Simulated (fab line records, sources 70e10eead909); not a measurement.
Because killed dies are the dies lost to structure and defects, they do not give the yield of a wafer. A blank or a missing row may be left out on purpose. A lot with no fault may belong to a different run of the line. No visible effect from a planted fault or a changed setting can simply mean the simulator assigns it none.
fab line records | flow nand-harc
record: lots: 6 wafers: 18 last-day: 32
route steps=1302 shown A_WL_FILL@965 END@1302
lots untouched by any fault: they come from a run of this same line in which no faults occurred
start-h: hours from the record's first day to the start of the lot's first wafer shown | wait-h: how many hours have passed since the lot's step before this one | " same as the row above | L1.1+2: one row covering several wafers at once | - value missing, or start not given | * or withheld: withheld | < > ~ a bound
route shown NAME@n: a module of which the file shows steps, and the number in the route of the first | usual: the fault-free wafers' mean and standard deviation | same: alike in all rows | chamber/n: place in a boat | sites: readings site by site | _std_site: the values' standard deviation | _edge_site: mean of outer sites minus mean of inner sites | radius-mm: for every site, how far away it sits from the centre of the wafer | mask NAME#n: copy n | behind: tool/chamber where the wafer was last shaped | hold: cause of the lot's hold/its duration in hours/its outcome | device: the transistor (n, p or np) that didn't switch | end of line: tests run on the same wafers once the route is complete | a step given without rows: its recipe and nothing more | killed: at the first sort, the dies lost to defects and structure; wafer yield is something else | map: dies across one wafer; x = killed, . = not, _ = none there
set.NAME: the setting as run; set.NAME@STEP: as run at that earlier step | model.NAME: the simulator's own value behind a step, which no gauge read
lots at selected steps of the route; one table per step, one row per wafer
services: the hour from which a tool's chamber was out of use, counted from the record's first day as start-h (under 0 if before that day), plus the number of hours and why
== steps ==
step: NHARC_A_WL_FILL_ALD_10
recipe: target-thk-a: 500 pulse-time-s: 10 ald-cycles: 500 temp-c: 300 material: SiO2
usual: heater-power-w: 452/46 precursor-pulse-height-rel: 0.998/0.021
columns lot.wafer tool chamber start-h wait-h heater-power-w precursor-pulse-height-rel
L855.4 ald-hk-03 1 502.23 0.0 492 1.010
L855.1 " 3 503.29 1.1 382 1.010
L855.5 " 2 504.87 2.7 523 1.020
L857.2 ald-hk-04 0 532.76 0.1 423 0.934
L857.3 " 2 533.80 1.1 419 1.003
L857.5 " 1 535.35 2.6 418 1.006
L858.1 ald-hk-04 2 540.55 1.6 406 0.993
L858.6 " 3 " " 426 0.977
L858.5 " 0 " " 431 1.003
L868.1 ald-hk-04 2 624.87 0.6 404 1.026
L868.4 " 3 " " 439 1.007
L868.2 " 1 626.42 2.2 406 1.000
L870.1 ald-hk-04 2 653.21 0.1 413 0.982
L870.3 " 0 654.25 1.1 426 1.023
L870.2 " 1 " " 410 0.976
L872.3 ald-hk-03 2 666.58 2.0 552 1.009
L872.6 " 2 668.64 4.1 558 1.011
L872.5 " 3 " " 383 0.975
step: NHARC_A_WL_FILL_ETCHBACK_16
recipe: target-depth-a: 1200 time-s: 24 c4f8-flow-sccm: withheld o2-flow-sccm: 8 ar-flow-sccm: withheld rf-w: 600 bias-w: 800 chemistry: C4F8/O2/Ar
usual: bias-w: 799.9/2.3 oes-product-au: 0.982/0.027 rf-vpp-V: 721/4.7
columns lot.wafer tool chamber start-h wait-h bias-w oes-product-au rf-hours-counter-h rf-vpp-V
L855.1 rie-diel-06 1 - - 801.1 0.995 2.5 724
L855.4 " 2 " " 797.0 1.002 1.0 728
L855.5 " 2 " " 797.9 1.006 - 730
L857.2 rie-diel-06 0 - - 801.3 1.001 4.9 721
L857.3 " 2 " " 800.5 1.003 3.0 728
L857.5 " 0 " " 798.8 1.001 - 720
L858.1 rie-diel-11 1 - - 801.3 0.930 3.1 727
L858.5 " 1 " " 800.3 0.935 - 725
L858.6 " 2 " " 800.4 0.922 - 717
L868.2 rie-diel-06 3 - - 798.2 1.005 10.2 718
L868.1 " 0 " " 798.3 1.004 9.1 720
L868.4 " 1 " " 799.2 0.995 10.3 724
L870.1 rie-diel-13 3 - - 803.7 0.971 4.9 719
L870.3 " 0 " " 798.4 0.972 5.1 719
L870.2 " 1 " " 802.3 0.977 5.0 718
L872.3 rie-diel-13 2 - - 803.3 0.925 5.5 725
L872.5 " 3 " " 796.4 0.910 - 718
L872.6 " 0 " " 801.5 0.925 - 719
step: NHARC_A_WL_FILL_STRIP_29
recipe: time-s: 20 o2-flow-sccm: 500 ar-flow-sccm: 0 bias-w: 0 chemistry: O2
step: NHARC_A_WL_FILL_ETCHBACK_17
recipe: target-depth-a: 40 time-s: 26.7 chemistry: Cl2/BCl3
usual: drypump-motor-current-A: 6.2/0.37 oes-product-au: 1.006/0.0098
columns lot.wafer tool chamber start-h wait-h drypump-motor-current-A oes-product-au rf-hours-counter-h
L855.1 rie-metal-01 1 507.13 - 6.6 0.982 1.3
L855.4 " 1 " " 6.6 0.981 -
L855.5 " 1 " " 6.6 0.983 -
L857.2 rie-metal-02 1 537.60 - 6.2 1.018 1.2
L857.3 " 1 " " 6.2 1.030 -
L857.5 " 1 " " 6.2 1.027 -
L858.1 rie-metal-02 0 543.85 - 5.9 0.997 1.3
L858.5 " 1 " " 6.2 1.019 -
L858.6 " 0 " " 5.9 0.998 -
L868.1 rie-metal-01 0 629.70 - 6.6 1.011 1.6
L868.2 " 1 " " 6.6 0.993 1.6
L868.4 " 0 " " 6.6 1.013 -
L870.2 rie-metal-01 1 658.06 - 6.7 0.993 1.9
L870.1 " 0 " " 6.6 1.004 1.9
L870.3 " 1 " " 6.6 0.993 -
L872.3 rie-metal-03 0 671.44 - 6.5 1.004 -
L872.5 " 0 " " 6.5 1.009 -
L872.6 " 1 " " 5.5 1.007 -
step: NHARC_A_WL_FILL_PRECLEAN_18
recipe: time-s: 30 chemistry: dHF
step: NHARC_A_WL_FILL_SRD_21
step: NHARC_A_WL_FILL_CVD_23
recipe: target-thk-a: 400 temp-c: 620 pressure-mtorr: 200 time-s: 800 material: poly-Si
step: NHARC_A_WL_FILL_ETCHBACK_26
recipe: target-depth-a: 520 time-s: 13.3 hbr-flow-sccm: 150 rf-w: 350 icp-w: 350 bias-w: 60 chemistry: HBr
usual: bias-w: 60.03/0.16 drypump-motor-current-A: 5.5/0.48 oes-product-au: 1.005/0.009 throttle-valve-pct: 23.266/0.0093
columns lot.wafer tool chamber start-h wait-h bias-w drypump-motor-current-A oes-product-au rf-hours-counter-h throttle-valve-pct
L855.1 rie-si-03 3 512.31 0.4 59.77 5.2 1.011 0.7 23.264
L855.4 " 1 " " 60.09 4.7 1.011 0.7 23.279
L855.5 " 0 " " 60.07 5.3 1.008 - 23.258
L857.3 rie-si-05 1 542.85 0.4 59.95 5.8 1.008 0.5 23.267
L857.2 " 3 " " 60.13 5.5 1.024 0.5 23.252
L857.5 " 1 " " 59.95 5.8 0.999 - 23.276
L858.1 rie-si-06 2 549.07 0.4 59.88 6.7 1.011 1.0 23.269
L858.5 " 3 " " 59.75 5.5 0.992 - 23.275
L858.6 " 0 " " 60.06 6.1 1.005 - 23.261
L868.2 rie-si-03 0 634.64 0.4 60.21 5.3 1.019 0.5 23.271
L868.1 " 2 " " 59.93 5.7 1.017 0.5 23.282
L868.4 " 3 " " 60.08 5.2 1.022 0.5 23.273
L870.2 rie-si-03 2 663.12 0.4 59.93 5.7 1.009 0.7 23.282
L870.3 " 3 " " 59.97 5.2 1.016 0.7 23.285
L870.1 " 0 " " 59.92 5.3 1.015 0.7 23.256
L872.3 rie-si-06 2 676.18 0.4 60.07 6.7 1.005 0.5 23.266
L872.6 " 1 " " 60.19 5.9 1.010 - 23.288
L872.5 " 2 " " 60.17 6.7 0.994 - 23.275
step: NHARC_A_WL_FILL_PRECLEAN_30
recipe: time-s: 10 chemistry: dHF
step: NHARC_A_WL_FILL_SRD_14
step: NHARC_A_WL_FILL_ALD_19
recipe: target-thk-a: 20 pulse-time-s: 3 ald-cycles: 100 temp-c: 450 material: TiN
usual: heater-power-w: 1096/96 precursor-pulse-height-rel: 1.000/0.022
columns lot.wafer tool chamber start-h wait-h heater-power-w precursor-pulse-height-rel
L855.1 ald-metal-04 0 512.58 0.1 1004 0.969
L855.4 " 1 " " 1007 1.039
L855.5 " 0 " " 1033 1.027
L857.2 ald-metal-02 3 543.11 0.1 1006 0.948
L857.3 " 0 " " 1149 1.027
L857.5 " 0 " " 1097 1.028
L858.1 ald-metal-01 0 549.30 0.1 1259 0.987
L858.5 " 0 " " 1210 0.995
L858.6 " 1 " " 1158 1.023
L868.2 ald-metal-01 3 634.90 0.1 964 0.999
L868.1 " 0 " " 1255 0.995
L868.4 " 2 " " 1066 0.976
L870.1 ald-metal-04 0 663.39 0.1 1004 0.949
L870.2 " 1 " " 1085 1.007
L870.3 " 3 " " 1103 1.003
L872.3 ald-metal-01 3 676.47 0.1 992 1.055
L872.6 " 1 " " 1165 0.987
L872.5 " 2 " " 1077 1.005
step: NHARC_A_WL_FILL_CVD_20
recipe: target-thk-a: 1000 temp-c: 400 pressure-torr: 40 wf6-flow-sccm: 40 h2-flow-sccm: 1600 ar-flow-sccm: 1560 time-s: 74 material: W
step: NHARC_A_WL_FILL_CMP_12
recipe: t-overpolish-s: 30 target-thk-nm: 100
usual: edge-zone-pressure-frac: 1.000/0.0047 motor-current-A: 11.6/0.92 overpolish-run-s: 29.998/0.0087 time-to-endpoint-s: 20.1/2.3
columns lot.wafer tool chamber start-h wait-h edge-zone-pressure-frac motor-current-A overpolish-run-s time-to-endpoint-s
L855.4 cmp-03 2 512.99 0.1 0.993 12.5 29.994 16.7
L855.1 " 3 " " 0.998 11.9 30.002 16.0
L855.5 " 2 " " 1.001 12.5 29.997 18.0
L857.2 cmp-03 0 543.49 0.2 - - - -
L857.3 " 2 " " - - - -
L857.5 " 1 " " - - - -
L858.1 cmp-03 2 549.76 0.2 - - - -
L858.6 " 3 " " - - - -
L858.5 " 0 " " - - - -
L868.1 cmp-01 3 635.28 0.1 1.002 12.8 30.000 22.4
L868.4 " 0 " " 1.003 11.3 30.005 20.7
L868.2 " 2 " " 0.999 10.7 29.996 18.8
L870.1 cmp-03 0 663.77 0.1 1.004 11.4 29.997 23.1
L870.3 " 2 " " 1.003 12.6 30.004 20.8
L870.2 " 3 " " 1.002 11.7 29.999 18.7
L872.3 cmp-02 2 676.82 0.1 1.002 11.4 30.006 17.9
L872.6 " 2 " " 1.007 11.9 30.003 19.6
L872.5 " 3 " " 1.000 11.0 29.999 15.1
step: NHARC_A_WL_FILL_SRD_31
step: NHARC_A_WL_FILL_INSPECT_15
usual: raw-defect-count: 479/130
columns lot.wafer tool chamber start-h wait-h raw-defect-count
L855.1 defect-inspect-01 - 513.43 0.0 323
L855.4 " - " " 394
L855.5 " - " " 362
L857.2 defect-inspect-01 - 543.96 0.0 2628
L857.3 " - " " 2669
L857.5 " - " " 2508
L858.1 defect-inspect-01 - 550.17 0.0 2402
L858.5 " - " " 2498
L858.6 " - " " 2545
L868.1 defect-inspect-02 - 635.77 0.0 461
L868.2 " - " " 504
L868.4 " - " " 427
L870.1 defect-inspect-02 - 664.23 0.0 411
L870.2 " - " " 447
L870.3 " - " " 488
L872.3 defect-inspect-02 - 677.29 0.0 369
L872.5 " - " " 567
L872.6 " - " " 707
step: NHARC_END_SORT_01
recipe: temp-c: 25
usual: killed-at-array: 62/18 killed-at-other: 0.9/1.2 killed-at-periphery: 4.2/2.9 killed-dies: 67/17 killed-open: 3.6/1.9 killed-short: 2.5/1.6
same: gross-dies: 677
columns lot.wafer tool chamber start-h wait-h killed-at-array killed-at-other killed-at-periphery killed-dies killed-open killed-short
L857.2 prober-02 0 625.61 2.8 677 0 0 677 4 2
L857.3 prober-02 0 626.41 3.1 675 1 1 677 1 1
L857.5 prober-02 0 628.03 3.7 676 0 1 677 2 3
L858.1 prober-01 0 626.65 2.5 673 3 1 677 1 3
L858.5 prober-01 0 629.85 3.7 673 1 3 677 3 3
L858.6 prober-01 0 630.65 4.0 673 2 2 677 4 6
killed by level:class
L857.2 A_WL_FILL:area-cmp=591 A_CHANNEL_HOLE_D1:chamber-film-flake=30 A_SLIT:chamber-film-flake=29 A_CHANNEL_HOLE_D2:chamber-film-flake=12 A_WL_FILL:chamber-film-flake=6 A_ONON_D1:geometric-particle:open=2 A_STAIRCASE:chamber-film-flake=2 A_CHANNEL_FILL_D2:geometric-particle:short=1
L857.3 A_WL_FILL:area-cmp=590 A_CHANNEL_HOLE_D1:chamber-film-flake=30 A_SLIT:chamber-film-flake=29 A_CHANNEL_HOLE_D2:chamber-film-flake=15 A_M1:chamber-film-flake=3 A_CONTACT:chamber-film-flake=2 A_ONON_D2:geometric-particle:short=1 A_M0:geometric-particle:open=1
L858.1 A_WL_FILL:area-cmp=622 A_SLIT:chamber-film-flake=24 A_CONTACT:chamber-film-flake=14 A_CHANNEL_HOLE_D1:chamber-film-flake=5 A_CHANNEL_HOLE_D2:chamber-film-flake=4 THIN_TSV:chamber-film-flake=3 A_CHANNEL_FILL_D2:geometric-particle:short=2 A_WL_FILL:geometric-particle:short=1
L857.5 A_WL_FILL:area-cmp=595 A_CHANNEL_HOLE_D1:chamber-film-flake=32 A_SLIT:chamber-film-flake=28 A_CHANNEL_HOLE_D2:chamber-film-flake=9 A_WL_FILL:geometric-particle:short=3 A_WL_FILL:chamber-film-flake=3 A_WL_FILL:geometric-particle:open=1 A_M0:geometric-particle:open=1
L858.5 A_WL_FILL:area-cmp=617 A_SLIT:chamber-film-flake=25 A_CHANNEL_HOLE_D2:chamber-film-flake=13 A_CONTACT:chamber-film-flake=10 A_CHANNEL_HOLE_D1:chamber-film-flake=3 P_M0:geometric-particle:short=2 A_CHANNEL_FILL_D2:geometric-particle:open=2 A_WL_FILL:geometric-particle:short=1
L858.6 A_WL_FILL:area-cmp=615 A_SLIT:chamber-film-flake=29 A_CONTACT:chamber-film-flake=9 A_CHANNEL_HOLE_D2:chamber-film-flake=6 A_CHANNEL_HOLE_D1:chamber-film-flake=5 THIN_TSV:chamber-film-flake=2 P_GATE:geometric-particle:open=1 P_M0:geometric-particle:short=1
map L857.2 (x killed, . not)
____________x____________
_________xxxxxxx_________
_______xxxxxxxxxxx_______
______xxxxxxxxxxxxx______
_____xxxxxxxxxxxxxxx_____
____xxxxxxxxxxxxxxxxx____
____xxxxxxxxxxxxxxxxx____
___xxxxxxxxxxxxxxxxxxx___
___xxxxxxxxxxxxxxxxxxx___
__xxxxxxxxxxxxxxxxxxxxx__
__xxxxxxxxxxxxxxxxxxxxx__
_xxxxxxxxxxxxxxxxxxxxxxx_
_xxxxxxxxxxxxxxxxxxxxxxx_
_xxxxxxxxxxxxxxxxxxxxxxx_
_xxxxxxxxxxxxxxxxxxxxxxx_
_xxxxxxxxxxxxxxxxxxxxxxx_
xxxxxxxxxxxxxxxxxxxxxxxxx
xxxxxxxxxxxxxxxxxxxxxxxxx
xxxxxxxxxxxxxxxxxxxxxxxxx
xxxxxxxxxxxxxxxxxxxxxxxxx
xxxxxxxxxxxxxxxxxxxxxxxxx
_xxxxxxxxxxxxxxxxxxxxxxx_
_xxxxxxxxxxxxxxxxxxxxxxx_
_xxxxxxxxxxxxxxxxxxxxxxx_
_xxxxxxxxxxxxxxxxxxxxxxx_
_xxxxxxxxxxxxxxxxxxxxxxx_
__xxxxxxxxxxxxxxxxxxxxx__
__xxxxxxxxxxxxxxxxxxxxx__
___xxxxxxxxxxxxxxxxxxx___
___xxxxxxxxxxxxxxxxxxx___
____xxxxxxxxxxxxxxxxx____
____xxxxxxxxxxxxxxxxx____
_____xxxxxxxxxxxxxxx_____
______xxxxxxxxxxxxx______
_______xxxxxxxxxxx_______
_________xxxxxxx_________
____________x____________
map L858.1 (x killed, . not)
____________x____________
_________xxxxxxx_________
_______xxxxxxxxxxx_______
______xxxxxxxxxxxxx______
_____xxxxxxxxxxxxxxx_____
____xxxxxxxxxxxxxxxxx____
____xxxxxxxxxxxxxxxxx____
___xxxxxxxxxxxxxxxxxxx___
___xxxxxxxxxxxxxxxxxxx___
__xxxxxxxxxxxxxxxxxxxxx__
__xxxxxxxxxxxxxxxxxxxxx__
_xxxxxxxxxxxxxxxxxxxxxxx_
_xxxxxxxxxxxxxxxxxxxxxxx_
_xxxxxxxxxxxxxxxxxxxxxxx_
_xxxxxxxxxxxxxxxxxxxxxxx_
_xxxxxxxxxxxxxxxxxxxxxxx_
xxxxxxxxxxxxxxxxxxxxxxxxx
xxxxxxxxxxxxxxxxxxxxxxxxx
xxxxxxxxxxxxxxxxxxxxxxxxx
xxxxxxxxxxxxxxxxxxxxxxxxx
xxxxxxxxxxxxxxxxxxxxxxxxx
_xxxxxxxxxxxxxxxxxxxxxxx_
_xxxxxxxxxxxxxxxxxxxxxxx_
_xxxxxxxxxxxxxxxxxxxxxxx_
_xxxxxxxxxxxxxxxxxxxxxxx_
_xxxxxxxxxxxxxxxxxxxxxxx_
__xxxxxxxxxxxxxxxxxxxxx__
__xxxxxxxxxxxxxxxxxxxxx__
___xxxxxxxxxxxxxxxxxxx___
___xxxxxxxxxxxxxxxxxxx___
____xxxxxxxxxxxxxxxxx____
____xxxxxxxxxxxxxxxxx____
_____xxxxxxxxxxxxxxx_____
______xxxxxxxxxxxxx______
_______xxxxxxxxxxx_______
_________xxxxxxx_________
____________x____________
== services ==
columns tool chamber start-h hours kind
cmp-03 - 489.26 3.4 repair
rie-diel-13 - 495.24 9.0 pm
ald-metal-01 - 502.00 10.0 pm
ald-hk-03 - 507.47 0.4 repair
cmp-03 - 509.84 0.6 repair
rie-si-03 1 516.56 1.1 repair
cmp-03 - 530.14 4.0 pm
rie-si-03 - 546.53 0.1 repair
rie-si-03 - 549.31 0.2 repair
rie-metal-01 - 551.00 9.0 pm
rie-si-03 - 551.00 9.0 pm
rie-metal-02 0 556.28 17.0 repair
rie-si-03 2 562.71 11.4 repair
ald-metal-01 - 565.14 1.3 repair
rie-diel-06 0 571.97 15.3 repair
rie-si-06 - 579.00 9.0 pm
rie-si-03 3 583.29 2.9 repair
ald-metal-01 0 594.48 24.9 repair
rie-si-06 3 603.14 31.3 repair
rie-metal-02 - 607.00 9.0 pm
cmp-03 - 616.19 5.9 repair
cmp-03 - 628.20 4.0 pm
rie-diel-06 0 632.57 14.2 repair
rie-diel-06 - 637.26 9.0 pm
== key ==
first-sign: step: NHARC_A_WL_FILL_CMP_12 reading: tool-record direction: missing
effect: step: NHARC_A_WL_FILL_INSPECT_15 reading: raw-defect-count direction: up sigmas: 16 usual: 479 struck: 2542
effect: step: NHARC_END_SORT_01 reading: killed-dies direction: up sigmas: 35 usual: 67 struck: 677
more-kills-born-at: NHARC_A_WL_FILL_CMP_12@cmp-03: 3630
met-at NHARC_A_WL_FILL_CMP_12
struck-wafers L857.2,L857.3,L857.5,L858.1,L858.5,L858.6
later-rows-left-out L857.2,L857.3,L857.5,L858.1,L858.5,L858.6
tester-left-out L857,L858
onset-between 512.99 543.49
fault: kind: skipped-step-whole tool: cmp-03 chamber: - onset-h: 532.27 steps: NHARC_A_WL_FILL_CMP_12 scope: struck-lots-only
tester-left-out: of these lots the tester's yield and bins aren't shown, on N5 and GAA mostly nor the transistor test; their killed dies are dies lost to structure and defects alone, not to doping, threshold or leakage, so they don't give the yield
later-rows-left-out: the simulator's readings of these wafers behind a module that went badly wrong aren't trusted and aren't shown, but for the sort
